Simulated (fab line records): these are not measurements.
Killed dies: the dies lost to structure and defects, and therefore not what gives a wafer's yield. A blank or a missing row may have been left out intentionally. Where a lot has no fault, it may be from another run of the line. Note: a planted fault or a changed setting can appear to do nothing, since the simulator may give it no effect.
fab line records ; flow n5-finfet
record: lots: 10; wafers: 28; last-day: 18
route steps=1938 shown BEOL_M1@818 BEOL_M2@841 BEOL_M4@1111 PASSIVATION@1936
lots with no fault: from the same line, run without faults
start-h: the number of hours between the record's first day and the start of the first shown wafer of the lot ; wait-h: hours since the lot's step before ; " as in the row above ; L1.1+2: several wafers, shown together as one row ; - no value present, or no start provided ; * or withheld: withheld ; < > ~ a bound
route shown NAME@n: names a module that has steps shown in the file, with the first one's number in the route ; usual: mean/standard deviation taken from wafers without a fault ; same: alike in all rows ; chamber/n: place in a boat ; sites: readings site by site ; _std_site: how widely they spread, as a standard deviation ; _edge_site: mean of outer sites minus mean of inner sites ; radius-mm: how far each site lies from the wafer's centre ; mask NAME#n: copy n ; behind: the most recent tool/chamber to have shaped the wafer ; hold: the reason the lot was held/the length of the hold in hours/how it ended ; device: which transistor (n, p or np) failed to switch ; end of line: at the end of the route, the tests of the same wafers ; a step without rows: its recipe alone ; killed: dies that structure and defects cost at the first sort, which is not the same as the wafer's yield ; map: dies across one wafer; x = killed, . = not, _ = none there
set.NAME: the setting the step ran with; set.NAME@STEP: the setting that earlier step ran with ; model.NAME: the simulator's own value behind a step, which no gauge read
a sample of lots followed through the steps of the route, with each step as a table and each wafer as a row
services: the hour from which a tool's chamber was out of use, counted from the record's first day as start-h (under 0 if before that day), plus the number of hours and why
== steps ==
step: N5_BEOL_M1_SPUTTER_81
recipe: material: Cu; target-thk-a: 45; temp-c: -20; chamber-pressure-pa: 0.07; power-w: withheld; time-s: 8.29
usual: chamber-pressure-pa: 0.06998/0.00014; throttle-valve-pct: 29.7/1
lot.wafer;tool;chamber;start-h;wait-h;chamber-pressure-pa;throttle-valve-pct
L204.1;pvd-sputter-02;-;134.81;0.1;0.07005;29.5
L204.4;pvd-sputter-02;-;134.81;0.1;0.06984;31.5
L204.6;pvd-sputter-02;-;134.81;0.1;0.06979;30.2
L206.3;pvd-sputter-02;-;143.24;0.1;0.06981;28.9
L206.5;pvd-sputter-02;-;143.24;0.1;0.06992;31.6
L206.6;pvd-sputter-02;-;143.24;0.1;0.07015;30.3
L205.4;pvd-sputter-01;-;143.30;0.1;0.0699;29.2
L205.5;pvd-sputter-01;-;143.30;0.1;0.06989;29.0
L205.6;pvd-sputter-01;-;143.30;0.1;0.07015;29.9
L211.1;pvd-sputter-01;-;186.52;0.1;0.07006;30.0
L211.3;pvd-sputter-01;-;186.52;0.1;0.07026;29.0
L211.4;pvd-sputter-01;-;186.52;0.1;0.06998;29.0
L212.3;pvd-sputter-01;-;195.68;0.1;0.06998;28.9
L212.5;pvd-sputter-01;-;195.68;0.1;0.06994;30.6
L212.6;pvd-sputter-01;-;195.68;0.1;0.06996;30.2
L217.4;pvd-sputter-02;-;214.39;0.1;0.0697;28.6
L217.6;pvd-sputter-02;-;214.39;0.1;0.06982;28.9
L221.2;pvd-sputter-03;-;232.37;0.1;0.06988;27.7
L221.3;pvd-sputter-03;-;232.37;0.1;0.07003;29.4
L223.2;pvd-sputter-02;-;264.96;0.1;0.06982;30.1
L223.4;pvd-sputter-02;-;264.96;0.1;0.07006;31.8
L223.5;pvd-sputter-02;-;264.96;0.1;0.06985;29.9
L224.1;pvd-sputter-02;-;268.12;0.1;0.06987;30.3
L224.2;pvd-sputter-02;-;268.12;0.1;0.06998;29.0
L224.3;pvd-sputter-02;-;268.12;0.1;0.07013;31.6
L225.3;pvd-sputter-03;-;276.59;0.1;0.06994;31.4
L225.5;pvd-sputter-03;-;276.59;0.1;0.06975;27.5
L225.6;pvd-sputter-03;-;276.59;0.1;0.07009;30.1
step: N5_BEOL_M1_ANNEAL_82
recipe: temp-c: 400; time-s: 240; ambient: vacuum
usual: heater-power-w: 821/61
lot.wafer;tool;chamber;start-h;wait-h;heater-power-w
L204.1;pvd-sputter-02;-;134.89;0.0;795
L204.4;pvd-sputter-02;-;134.89;0.0;780
L204.6;pvd-sputter-02;-;134.89;0.0;860
L206.3;pvd-sputter-02;-;143.32;0.0;849
L206.5;pvd-sputter-02;-;143.32;0.0;770
L206.6;pvd-sputter-02;-;143.32;0.0;875
L205.4;pvd-sputter-01;-;143.38;0.0;742
L205.5;pvd-sputter-01;-;143.38;0.0;758
L205.6;pvd-sputter-01;-;143.38;0.0;778
L211.1;pvd-sputter-01;-;186.60;0.0;783
L211.3;pvd-sputter-01;-;186.60;0.0;937
L211.4;pvd-sputter-01;-;186.60;0.0;771
L212.3;pvd-sputter-01;-;195.76;0.0;788
L212.5;pvd-sputter-01;-;195.76;0.0;807
L212.6;pvd-sputter-01;-;195.76;0.0;761
L217.4;pvd-sputter-02;-;214.47;0.0;824
L217.6;pvd-sputter-02;-;214.47;0.0;813
L221.2;pvd-sputter-03;-;232.45;0.0;808
L221.3;pvd-sputter-03;-;232.45;0.0;745
L223.2;pvd-sputter-02;-;265.04;0.0;877
L223.4;pvd-sputter-02;-;265.04;0.0;797
L223.5;pvd-sputter-02;-;265.04;0.0;865
L224.1;pvd-sputter-02;-;268.20;0.0;852
L224.2;pvd-sputter-02;-;268.20;0.0;820
L224.3;pvd-sputter-02;-;268.20;0.0;799
L225.3;pvd-sputter-03;-;276.67;0.0;939
L225.5;pvd-sputter-03;-;276.67;0.0;788
L225.6;pvd-sputter-03;-;276.67;0.0;829
step: N5_BEOL_M1_SPUTTER_96
recipe: material: Cu; target-thk-a: 45; temp-c: -20; chamber-pressure-pa: 0.07; power-w: withheld; time-s: 8.29
usual: chamber-pressure-pa: 0.07004/0.00014; throttle-valve-pct: 29.7/1
lot.wafer;tool;chamber;start-h;wait-h;chamber-pressure-pa;throttle-valve-pct
L204.1;pvd-sputter-02;-;136.13;0.1;0.06997;29.1
L204.4;pvd-sputter-02;-;136.13;0.1;0.0702;31.4
L204.6;pvd-sputter-02;-;136.13;0.1;0.07009;30.1
L206.3;pvd-sputter-02;-;144.56;0.1;0.0701;28.9
L206.5;pvd-sputter-02;-;144.56;0.1;0.07008;31.5
L206.6;pvd-sputter-02;-;144.56;0.1;0.07023;30.0
L205.4;pvd-sputter-01;-;144.62;0.1;0.07014;28.8
L205.5;pvd-sputter-01;-;144.62;0.1;0.07006;29.1
L205.6;pvd-sputter-01;-;144.62;0.1;0.06981;30.1
L211.1;pvd-sputter-01;-;187.84;0.1;0.07021;29.8
L211.3;pvd-sputter-01;-;187.84;0.1;0.06981;29.1
L211.4;pvd-sputter-01;-;187.84;0.1;0.07003;29.0
L212.3;pvd-sputter-01;-;197.00;0.1;0.0702;29.2
L212.5;pvd-sputter-01;-;197.00;0.1;0.07025;30.5
L212.6;pvd-sputter-01;-;197.00;0.1;0.06987;30.0
L217.4;pvd-sputter-02;-;215.71;0.1;0.06985;29.1
L217.6;pvd-sputter-02;-;215.71;0.1;0.06994;29.2
L221.2;pvd-sputter-03;-;233.69;0.1;0.07008;27.5
L221.3;pvd-sputter-03;-;233.69;0.1;0.06993;29.1
L223.2;pvd-sputter-02;-;266.28;0.1;0.06993;30.1
L223.4;pvd-sputter-02;-;266.28;0.1;0.07012;31.5
L223.5;pvd-sputter-02;-;266.28;0.1;0.07017;29.8
L224.1;pvd-sputter-02;-;269.44;0.1;0.07006;29.9
L224.2;pvd-sputter-02;-;269.44;0.1;0.06982;29.3
L224.3;pvd-sputter-02;-;269.44;0.1;0.07013;31.6
L225.3;pvd-sputter-03;-;277.91;0.1;0.06993;31.5
L225.5;pvd-sputter-03;-;277.91;0.1;0.07025;27.4
L225.6;pvd-sputter-03;-;277.91;0.1;0.06996;29.9
step: N5_BEOL_M2_ILD_DEP_00
recipe: material: SiOC; target-thk-a: 790; temp-c: 350; precursor: DEMS/O2; pressure-torr: 5; rf-w: 500; time-s: 15.3
usual: heater-power-w: 468/77; showerhead-plenum-p-Torr: 5.691/0.014; throttle-valve-pct: 11.9/0.63
lot.wafer;tool;chamber;start-h;wait-h;heater-power-w;showerhead-plenum-p-Torr;throttle-valve-pct
L204.1;pecvd-03;2;137.36;0.0;460;5.668;11.5
L204.4;pecvd-03;2;137.36;0.0;452;5.687;12.0
L204.6;pecvd-03;0;137.36;0.0;340;5.706;11.0
L206.3;pecvd-03;0;145.67;0.0;309;5.703;11.5
L206.5;pecvd-03;1;145.67;0.0;424;5.680;12.4
L206.6;pecvd-03;0;145.67;0.0;321;5.680;11.1
L205.4;pecvd-01;0;145.76;0.1;518;5.690;11.7
L205.5;pecvd-01;1;145.76;0.1;509;5.682;11.9
L205.6;pecvd-01;2;145.76;0.1;496;5.712;11.4
L211.1;pecvd-01;1;188.95;0.0;557;5.673;12.3
L211.3;pecvd-01;2;188.95;0.0;441;5.710;11.6
L211.4;pecvd-01;1;188.95;0.0;550;5.703;11.7
L212.3;pecvd-01;1;198.11;0.0;599;5.681;11.9
L212.5;pecvd-01;2;198.11;0.0;459;5.711;11.4
L212.6;pecvd-01;1;198.11;0.0;618;5.685;11.9
L217.4;pecvd-01;2;216.84;0.1;496;5.711;11.5
L217.6;pecvd-01;0;216.84;0.1;453;5.718;11.7
L221.2;pecvd-01;0;234.83;0.0;497;5.700;11.5
L221.3;pecvd-01;1;234.83;0.0;587;5.679;12.0
L223.2;pecvd-03;1;267.39;0.0;506;5.678;12.3
L223.4;pecvd-03;0;267.39;0.0;381;5.736;11.5
L223.5;pecvd-03;2;267.39;0.0;469;5.681;10.9
L224.1;pecvd-02;2;270.74;0.0;509;5.694;11.4
L224.2;pecvd-02;0;270.74;0.0;408;5.697;12.5
L224.3;pecvd-02;1;270.74;0.0;384;5.669;13.2
L225.3;pecvd-03;1;279.19;0.0;425;5.678;12.0
L225.5;pecvd-03;1;279.19;0.0;428;5.677;12.3
L225.6;pecvd-03;2;279.19;0.0;441;5.686;10.9
step: N5_BEOL_M2_THK_MEAS_01
recipe: reads: SiOC_of_BEOL_M2_ILD_DEP_00
usual: M2_ILD_THK: 78.6/1.1
lot.wafer;tool;chamber;start-h;wait-h;M2_ILD_THK[nm]
L204.1;film-metro-02;-;137.43;0.0;77.8
L204.4;film-metro-02;-;137.43;0.0;78.9
L204.6;film-metro-02;-;137.43;0.0;78.7
L206.3;film-metro-01;-;145.74;0.1;78.3
L206.5;film-metro-01;-;145.74;0.1;80.0
L206.6;film-metro-01;-;145.74;0.1;79.4
L205.4;film-metro-02;-;145.81;0.0;80.1
L205.5;film-metro-02;-;145.81;0.0;79.1
L205.6;film-metro-02;-;145.81;0.0;80.9
L211.1;film-metro-01;-;189.02;0.0;76.5
L211.3;film-metro-01;-;189.02;0.0;78.5
L211.4;film-metro-01;-;189.02;0.0;77.9
L212.3;film-metro-01;-;198.18;0.1;77.5
L212.5;film-metro-01;-;198.18;0.1;80.8
L212.6;film-metro-01;-;198.18;0.1;78.3
L217.4;film-metro-01;-;216.89;0.0;108.8
L217.6;film-metro-01;-;216.89;0.0;78.6
L221.2;film-metro-01;-;234.90;0.1;106.8
L221.3;film-metro-01;-;234.90;0.1;77.7
L223.2;film-metro-01;-;267.46;0.1;77.7
L223.4;film-metro-01;-;267.46;0.1;77.9
L223.5;film-metro-01;-;267.46;0.1;78.6
L224.1;film-metro-02;-;270.80;0.0;78.0
L224.2;film-metro-02;-;270.80;0.0;77.7
L224.3;film-metro-02;-;270.80;0.0;78.2
L225.3;film-metro-01;-;279.26;0.1;77.6
L225.5;film-metro-01;-;279.26;0.1;80.1
L225.6;film-metro-01;-;279.26;0.1;80.4
step: N5_BEOL_M4_RC_MEAS_101
usual: DIBL_N: 36.4/2.7; DIBL_P: 36/3.2; IOFF_N: 0.16/0.046; IOFF_P: 0.21/0.055; ION_N: 677/15; ION_P: 464/11; SS_N: 71.5/0.79; SS_P: 73.3/0.93; VT_N: 250/4.1; VT_P: -251/4.4
lot.wafer;tool;chamber;start-h;wait-h;DIBL_N[mV/V];DIBL_P[mV/V];IOFF_N[nA/um];IOFF_P[nA/um];ION_N[uA/um];ION_P[uA/um];SS_N[mV/dec];SS_P[mV/dec];VT_N[mV];VT_P[mV]
L204.1;prober-02;0;166.53;0.0;37.0;35;0.16;0.21;680;467;71.0;73.8;249;-249
L204.4;prober-02;0;166.53;0.0;43.5;44;0.32;0.42;733;500;72.7;76.2;242;-240
L204.6;prober-02;0;166.53;0.0;39.5;38;0.22;0.29;692;479;71.5;73.5;244;-245
L206.3;prober-01;0;189.09;0.3;38.3;40;0.22;0.36;695;487;72.9;73.0;242;-239
L206.5;prober-01;0;189.09;0.3;37.2;38;0.19;0.28;691;478;72.2;73.6;245;-242
L206.6;prober-01;0;189.09;0.3;35.4;36;0.16;0.26;682;481;72.0;73.0;248;-243
L205.4;prober-02;0;201.23;0.5;36.1;36;0.15;0.20;674;469;70.7;72.6;250;-248
L205.5;prober-02;0;201.23;0.5;37.3;37;0.18;0.23;681;471;71.8;74.1;247;-250
L205.6;prober-02;0;201.23;0.5;37.3;38;0.18;0.24;689;474;71.7;73.8;246;-248
L211.1;prober-02;0;230.80;0.0;38.0;36;0.17;0.23;672;461;72.2;73.8;249;-250
L211.3;prober-02;0;230.80;0.0;36.2;36;0.13;0.22;671;461;71.8;72.7;255;-250
L211.4;prober-02;0;230.80;0.0;37.5;36;0.17;0.21;683;460;72.0;73.7;249;-252
L212.3;prober-01;0;235.90;0.3;37.4;37;0.14;0.21;667;468;71.6;73.1;254;-250
L212.5;prober-01;0;235.90;0.3;38.3;37;0.16;0.23;686;472;71.9;73.2;251;-249
L212.6;prober-01;0;235.90;0.3;39.2;40;0.18;0.28;690;473;71.7;74.1;247;-247
L217.6;prober-02;0;258.17;0.8;36.7;35;0.18;0.19;653;445;72.6;73.5;252;-254
L221.3;prober-02;0;286.89;0.3;37.8;41;0.18;0.22;671;450;72.3;73.9;251;-253
L223.2;prober-01;0;298.85;0.2;36.5;35;0.14;0.19;663;462;70.9;72.6;250;-251
L223.4;prober-01;0;298.85;0.2;32.8;31;0.10;0.14;659;453;70.5;72.4;256;-256
L223.5;prober-01;0;298.85;0.2;35.4;34;0.13;0.17;670;461;71.1;72.0;252;-255
L224.1;prober-02;0;316.62;0.0;36.8;37;0.19;0.23;697;475;71.2;72.9;246;-248
L224.2;prober-02;0;316.62;0.0;37.1;38;0.20;0.23;694;466;71.2;73.8;246;-253
L224.3;prober-02;0;316.62;0.0;37.0;38;0.17;0.23;673;466;71.6;74.1;247;-251
L225.3;prober-02;0;319.36;0.3;40.0;38;0.21;0.22;677;457;72.4;73.5;249;-253
L225.5;prober-02;0;319.36;0.3;36.7;34;0.14;0.16;659;448;71.2;72.5;253;-257
L225.6;prober-02;0;319.36;0.3;41.0;40;0.23;0.25;689;467;72.3;74.2;247;-252
step: N5_PASSIVATION_PROBE_49
usual: defect-limited-yield: 91.1/1.4; killed_at_M0_to_M3: 34/9.7; killed_at_M4_up: 13/5.1; killed-at-contacts: 14/6.3; killed-at-front-end: 40/11; killed-at-other: 3.5/2.7; killed-dies: 105/16; killed-on-rim: 13/4.1; killed-open: 70/12; killed-short: 34/7.8; sort_bin_4_leakage: 0.02/0.13; sort_bin_5_function: 5.2/0.88; sort_bin_6_memory: 3.3/0.7; sort_bin_8_speed: 0.1/0.62; sort-n-pass: 1074/17; sort-yield-pct: 91.0/1.5
same: gross-dies: 1180; killed-at-back-side: 0
lot.wafer;tool;chamber;start-h;wait-h;defect-limited-yield[%];killed_at_M0_to_M3;killed_at_M4_up;killed-at-contacts;killed-at-front-end;killed-at-other;killed-dies;killed-on-rim;killed-open;killed-short;sort_bin_4_leakage[%];sort_bin_5_function[%];sort_bin_6_memory[%];sort_bin_8_speed[%];sort-n-pass;sort-yield-pct[%]
L217.4;prober-02;-;368.85;0.2;10.2;994;18;10;38;0;1060;81;55;26;0;86.3;3.1;0;120;10.2
L217.6;prober-02;-;368.95;0.3;90.5;52;8;13;32;7;112;12;77;32;0;5.3;4.2;0;1068;90.5
L221.2;prober-01;-;388.04;0.1;9.5;1008;14;17;26;3;1068;69;62;28;0;87.5;2.8;0;112;9.5
L221.3;prober-01;-;388.09;0.1;92.5;19;7;20;37;5;88;9;55;29;0;3.7;3.3;0;1092;92.5
killed by level:class
L217.4 BEOL_M2:area-dep=973 FIN_SAQP:geometric-particle:open=10 BEOL_M2:geometric-particle:open=10 BEOL_M4:geometric-particle:open=8 MOL_CONTACT_COAG:geometric-particle:open=7 STI_FIN_REVEAL:geometric-particle:open=5 FIN_SAQP:geometric-particle:short=4 BEOL_M0_SAQP:geometric-particle:short=4
L217.6 MOL_CONTACT_COAG:geometric-particle:open=10 BEOL_M2:geometric-particle:open=10 BEOL_M0_SAQP:geometric-particle:open=9 BEOL_M3:geometric-particle:open=9 STI_FIN_REVEAL:geometric-particle:open=8 BEOL_M0_SAQP:geometric-particle:short=8 BEOL_M1:geometric-particle:open=7 FIN_SAQP:geometric-particle:open=6
L221.2 BEOL_M2:area-dep=978 MOL_CONTACT_COAG:geometric-particle:open=13 STI_FIN_REVEAL:geometric-particle:open=8 FIN_SAQP:geometric-particle:short=7 BEOL_M1:geometric-particle:open=7 FIN_SAQP:geometric-particle:open=4 MOL_CONTACT_COAG:geometric-particle:short=4 BEOL_M0_SAQP:geometric-particle:short=4
L221.3 MOL_CONTACT_COAG:geometric-particle:open=17 FIN_SAQP:geometric-particle:short=9 STI_FIN_REVEAL:geometric-particle:open=7 BEOL_M0_SAQP:geometric-particle:short=6 DUMMY_GATE:geometric-particle:open=4 BEOL_M0:geometric-particle:open=4 MOL_CONTACT_COAG:geometric-particle:short=3 FIN_SAQP:geometric-particle:open=2
== services ==
tool;chamber;start-h;hours;kind
pvd-sputter-02;-;116.29;4.1;repair
pecvd-03;0;130.76;2.1;scheduled-down
pvd-sputter-03;-;137.19;0.5;repair
pvd-sputter-01;-;172.98;11.1;repair
pecvd-02;0;175.39;2.1;scheduled-down
pecvd-03;-;183.37;1.1;repair
pecvd-02;2;185.05;3.7;repair
pecvd-01;2;189.61;5.5;scheduled-down
pecvd-03;2;202.38;-;clean
pecvd-03;2;202.38;-;consumable-replace:showerhead
pecvd-03;2;202.38;29.0;scheduled-down
pecvd-03;2;202.38;29.0;vent-cycle
pecvd-02;2;206.92;5.5;scheduled-down
pecvd-02;-;222.48;6.0;pm
pecvd-01;-;224.41;0.5;repair
pecvd-03;0;225.32;16.5;scheduled-down
pecvd-01;1;254.45;48.9;repair
pecvd-03;2;264.01;2.1;scheduled-down
pecvd-01;2;264.95;6.6;repair
== key ==
first-sign: step: N5_BEOL_M2_THK_MEAS_01; reading: M2_ILD_THK; direction: up; sigmas: 26; usual: 78.6; struck: 107.8
effect: step: N5_PASSIVATION_PROBE_49; reading: killed_at_M0_to_M3; direction: up; sigmas: 99+; usual: 34; struck: 1001
more-kills-born-at: N5_BEOL_M2_ILD_DEP_00@pecvd-01: 1951
met-at N5_BEOL_M2_ILD_DEP_00
struck-lots L217,L221
struck-wafers L217.4,L221.2
later-rows-left-out L217.4,L221.2
not-acting-at N5_BEOL_M1_SPUTTER_81,N5_BEOL_M1_ANNEAL_82,N5_BEOL_M1_SPUTTER_96
onset-between 198.11 216.84
fault: kind: process-parameter-drift; tool: pecvd-01; chamber: -; onset-h: 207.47; steps: N5_BEOL_M2_ILD_DEP_00; channel: target-thk-a; offset: *; shape: step; end-h: 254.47; scope: struck-wafers-only; acts-in: *; stated: *
later-rows-left-out: the simulator's readings of these wafers behind a module that went badly wrong aren't trusted and aren't shown, but for the sort
